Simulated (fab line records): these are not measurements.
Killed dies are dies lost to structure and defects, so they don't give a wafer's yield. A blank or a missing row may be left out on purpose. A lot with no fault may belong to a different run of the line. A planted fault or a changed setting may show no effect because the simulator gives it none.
Matching of chambers -- flow n5_finfet -- N5_BEOL_M7_ILD_DEP_00 on pecvd-01: 3 sister chambers
The step deposits SiCOH lowk from DEMS/porogen, target thk 179.75 nm, time 33.4 s. 16 wafers are shown with their chamber, then 8 later ones without.

## EACH WAFER AND ITS CHAMBER
wafer,chamber,showerhead_vpp_V (V),throttle_valve_pct (%),heater_power_w (W)
L074.1,2,1401,13.7,338
L074.4,0,1274,14.1,256
L074.6,2,1389,13.7,334
L082.1,2,1427,13.9,303
L082.2,1,1394,14.2,301
L082.4,2,1406,13.6,321
L080.1,2,1389,13.7,339
L080.3,1,1351,14.3,288
L080.6,1,1349,14.4,298
L085.2,0,1259,14.0,284
L085.5,0,1259,14.0,287
L085.6,1,1365,14.3,293
L086.2,0,1274,13.9,284
L086.5,2,1399,13.7,355
L086.6,0,1268,14.1,290
L093.2,1,1367,14.4,291

SIGNATURES (averages over the wafers above)
reading,chamber 0,chamber 1,chamber 2,scatter within a chamber
showerhead_vpp_V,1266.80,1365.20,1401.83,13.9
throttle_valve_pct,14.020,14.320,13.717,0.0896
heater_power_w,280.20,294.20,331.67,13.7
Rule: distance of a wafer from a chamber = root of the sum over the readings of ((wafer's reading minus chamber's mean) / reading's scatter) squared. The wafer belongs to the nearest chamber; if the next one is less than 2 further off, it can't be placed. The scatter: take each reading less its chamber's mean, square it, sum over the shown wafers, divide by the number of wafers less the number of chambers, and take the root.

## WAFERS MISSING THEIR CHAMBER
wafer,showerhead_vpp_V (V),throttle_valve_pct (%),heater_power_w (W)
L093.3,1398,13.8,359
L093.4,1394,14.1,303
L096.1,1268,13.9,284
L096.2,1385,14.5,281
L096.4,1262,14.1,280
L097.3,1291,14.3,275
L097.4,1411,13.8,367
L097.5,1265,14.1,278

## WHICH CHAMBER EACH ONE RAN IN
wafer,from the rows above,in truth
L093.3,2,2
L093.4,can't be placed: 1 or 2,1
L096.1,0,0
L096.2,1,1
L096.4,0,0
L097.3,can't be placed: 0 or 1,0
L097.4,2,2
L097.5,0,0
6 of 8 placed correctly. Cannot be placed on the basis of these rows: 2; the candidates contain the true chamber in 2. Placed wrongly: 0.
